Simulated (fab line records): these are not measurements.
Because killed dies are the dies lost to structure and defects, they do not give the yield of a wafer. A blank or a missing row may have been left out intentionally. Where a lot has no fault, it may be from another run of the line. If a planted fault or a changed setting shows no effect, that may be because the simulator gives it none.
A struck lot beside a sound one -- flow nand-harc -- 14 out of 1302 route steps
Sound: wafers L412.2, L412.5, L412.6. Struck: wafer L404.3 (L404.1, L404.2, from the same lot, were not struck and are left out); the cause is given at the end.
Each step with rows lists, per side, the tool, then ch with its chambers, then its first start. Under that, the readings that differ: sound wafers -- struck wafers -- difference of the means -- sigmas: that difference in standard deviations of wafers without a fault.
alike: readings whose means differ by less than 2 such deviations, and words and numbers that are the same on both sides. not compared: withheld readings, readings that some wafer has no value for, bounds like >300 that may hide the same value, and numbers for which the record gives no deviation and whose values overlap.
Wherever a step has rows on one side only, a row that says differs or no value, or a row with sigmas, the two part there. Numbers that have no deviation but don't overlap get no sigmas and don't part them. A reading missing from all wafers of one side parts the sides only when that side holds two or more wafers.

first, 6 steps without rows for these wafers: NHARC_A_STAIRCASE_SOFTBAKE_212 (time 170 s); NHARC_A_STAIRCASE_EBR_213; NHARC_A_STAIRCASE_EXPOSE_214 (exposes mask STAIR 3); NHARC_A_STAIRCASE_PEB_215 (peb time 130 s); NHARC_A_STAIRCASE_DEVELOP_216 (time 140 s); NHARC_A_STAIRCASE_HARDBAKE_218 (time 140 s).
NHARC_A_STAIRCASE_DESCUM_219: chemistry O2, time 3 s.
  sound on rie-diel-01 ch 0,1, day 22 20:54; struck on rie-diel-07 ch 3, day 19 13:53
  alike: drypump-motor-current-A, oes-product-au, rf-vpp-V, showerhead-plenum-p-Torr, throttle-valve-pct
  not compared: rf-hours-counter-h
NHARC_A_STAIRCASE_TRIM_220: chemistry O2, time 211.2 s.
  sound on rie-diel-01 ch 2,3, day 22 20:59; struck on rie-diel-07 ch 0, day 19 14:01
reading,sound,struck,difference,sigmas
drypump-motor-current-A (A),6.3 6.2 5.9,5.0,-1.1,-3
  alike: oes-product-au, rf-vpp-V, showerhead-plenum-p-Torr, throttle-valve-pct
  not compared: rf-hours-counter-h
then, 1 step without rows for these wafers: NHARC_A_STAIRCASE_ETCH_221 (etches the open film in C4F8/O2, target depth 100 nm, time 40.5 s).
NHARC_A_STAIRCASE_TRIM_222: chemistry O2, time 211.2 s.
  sound: rie-diel-01 ch 0,1,3; struck: rie-diel-07 ch 0
reading,sound,struck,difference,sigmas
drypump-motor-current-A (A),6.3 5.4 5.7,5.0,-0.8,-2
  alike: oes-product-au, rf-vpp-V, showerhead-plenum-p-Torr, throttle-valve-pct
  not compared: rf-hours-counter-h
NHARC_A_STAIRCASE_ETCH_223: etches the open film in C4F8/O2, target depth 100 nm, time 40.5 s.
  sound: rie-diel-01 ch 1,2,3; struck: rie-diel-07 ch 2
  alike: oes-product-au, rf-vpp-V
  not compared: rf-hours-counter-h
NHARC_A_STAIRCASE_TRIM_224: chemistry O2, time 211.2 s.
  sound on rie-diel-01 ch 0,1,2, day 22 21:29; struck on rie-diel-07 ch 2, day 19 14:31
reading,sound,struck,difference,sigmas
oes-product-au (a.u.),0.998 0.995 0.981,1.177,+0.186,+19
  alike: drypump-motor-current-A, rf-vpp-V, showerhead-plenum-p-Torr, throttle-valve-pct
  not compared: rf-hours-counter-h
NHARC_A_STAIRCASE_ETCH_225: etches the open film in C4F8/O2, target depth 100 nm, time 40.5 s.
  sound: rie-diel-01 ch 0,2,3; struck: rie-diel-07 ch 3
  alike: oes-product-au, rf-vpp-V
  not compared: rf-hours-counter-h
-- jump in the record: it breaks off in module A_STAIRCASE and resumes in module END (first step shown: number 1302 of the route), and 9 days separate the struck wafers' starts before and after --
NHARC_END_SORT_01:
  at this point the record logs the struck wafers (prober-01 ch 0, day 28 08:04) and has no rows for the sound ones

== WHERE THEY PART ==
Last at NHARC_END_SORT_01 as far as this record goes, first at NHARC_A_STAIRCASE_TRIM_220.

WHY: what the simulator had put in
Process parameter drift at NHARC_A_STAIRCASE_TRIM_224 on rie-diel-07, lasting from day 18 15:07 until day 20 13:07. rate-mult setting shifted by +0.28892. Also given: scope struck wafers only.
